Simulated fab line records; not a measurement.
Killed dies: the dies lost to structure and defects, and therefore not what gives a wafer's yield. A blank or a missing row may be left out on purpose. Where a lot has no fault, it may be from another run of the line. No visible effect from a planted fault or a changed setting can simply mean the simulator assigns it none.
Lot-split experiment -- flow n5Finfet -- on a route of 1938 steps: 7 lots, 21 wafers read

## THE SPLIT ITSELF
At N5_DUMMY_GATE_ETCH_32 (etches SiO2 in CF4, target depth 3.5 nm, time 3.9 s), the setting timeS was moved away from the recipe's 3.9 s on 6 of the 21 wafers read, by -8.8% to +20.1%. For the rest of the wafers, this setting stayed at what the recipe calls for.

The reading is taken at the split's own step.

## THE READING
etch.depthNm (the simulator's own value, which no gauge read), in nm, at N5_DUMMY_GATE_ETCH_32 (etches SiO2 in CF4, target depth 3.5 nm, time 3.9 s). No usual value for it is given in the file. Here, 15 wafers ran the recipe; their average is 3.529 nm with a standard deviation of 0.083 nm.

wafer,"tool, chamber at the split","timeS as run, s",against the recipe,"etch.depthNm, nm",against lot-mates on the recipe
L076.1,"rieSi-05, 3",3.9,recipe,3.445,-
L076.2,"rieSi-05, 1",3.9,recipe,3.556,-
L076.6,"rieSi-05, 3",3.557,-8.8%,3.152,-0.348
L081.2,"rieSi-05, 0",3.9,recipe,3.607,-
L081.5,"rieSi-05, 3",3.9,recipe,3.438,-
L081.6,"rieSi-05, 0",3.9,recipe,3.611,-
L086.3,"rieSi-02, 2",4.304,+10.4%,3.846,+0.397
L086.4,"rieSi-02, 0",4.304,+10.4%,3.814,+0.365
L086.5,"rieSi-02, 0",3.9,recipe,3.449,-
L089.2,"rieSi-05, 3",3.9,recipe,3.45,-
L089.3,"rieSi-05, 1",3.9,recipe,3.531,-
L089.4,"rieSi-05, 2",3.9,recipe,3.658,-
L091.3,"rieSi-02, 1",3.9,recipe,3.413,-
L091.4,"rieSi-02, 3",3.9,recipe,3.526,-
L091.5,"rieSi-02, 2",3.9,recipe,3.549,-
L095.2,"rieSi-05, 3",3.594,-7.8%,3.182,-0.495
L095.4,"rieSi-05, 2",3.9,recipe,3.677,-
L095.6,"rieSi-05, 1",3.594,-7.8%,3.267,-0.410
L097.1,"rieSi-05, 3",3.9,recipe,3.449,-
L097.3,"rieSi-05, 0",3.9,recipe,3.576,-
L097.6,"rieSi-05, 2",4.682,+20.1%,4.445,+0.933

FIT RESULTS
A straight line over all 21 wafers: etch.depthNm changes by +0.0401 nm for each +1% of timeS; r = +0.95; the points scatter about the line by 0.087 nm.
The same after taking each lot's own level away (the mean of its wafers on the recipe; 21 wafers): +0.0453 nm for each +1%; r = +0.97; scatter 0.074 nm.
The reading moves by 0.91 nm for the largest change in timeS, on that fit.
Across the lots, their own levels run from 3.4490 to 3.6770 nm, a range of 2.8 times the standard deviation given above.
Thus the slope moves with the lot-to-lot level: the two fits are different.
Check: for one of the wafers moved furthest among these (+20.1%), held out of the fit, the line's prediction against its lot-mates is +0.853 nm. Against them it came out at +0.933 nm.

## THESE WAFERS: OTHER SPLITS
Note: prior to the reading, these wafers also went through further splits. Each is held against what the fit with the lots' levels taken away leaves over:
other split on the same wafers,wafers away from the commonest value,r with etch.depthNm (lot level and that fit taken away)
N5_ZERO_LAYER_EXPOSE_08 doseMj,11,-0.23
N5_ZERO_LAYER_DEVELOP_10 developTimeS,5,+0.19
N5_PMOS_HMC_CHANNEL_EPI_EXPOSE_06 doseMj,5,+0.10
N5_PMOS_HMC_CHANNEL_EPI_PEB_07 pebTimeS,6,+0.23
N5_FIN_SAQP_COAT_68 spinRpm,5,-0.32
N5_FIN_CUT_COAT_19 spinRpm,6,-0.03
N5_DUMMY_GATE_ETCH_37 sourceW,5,-0.27

## THE FILE'S OWN FIT
etch.depthNm changes by +0.0451 nm for each +1% of timeS, r = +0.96.
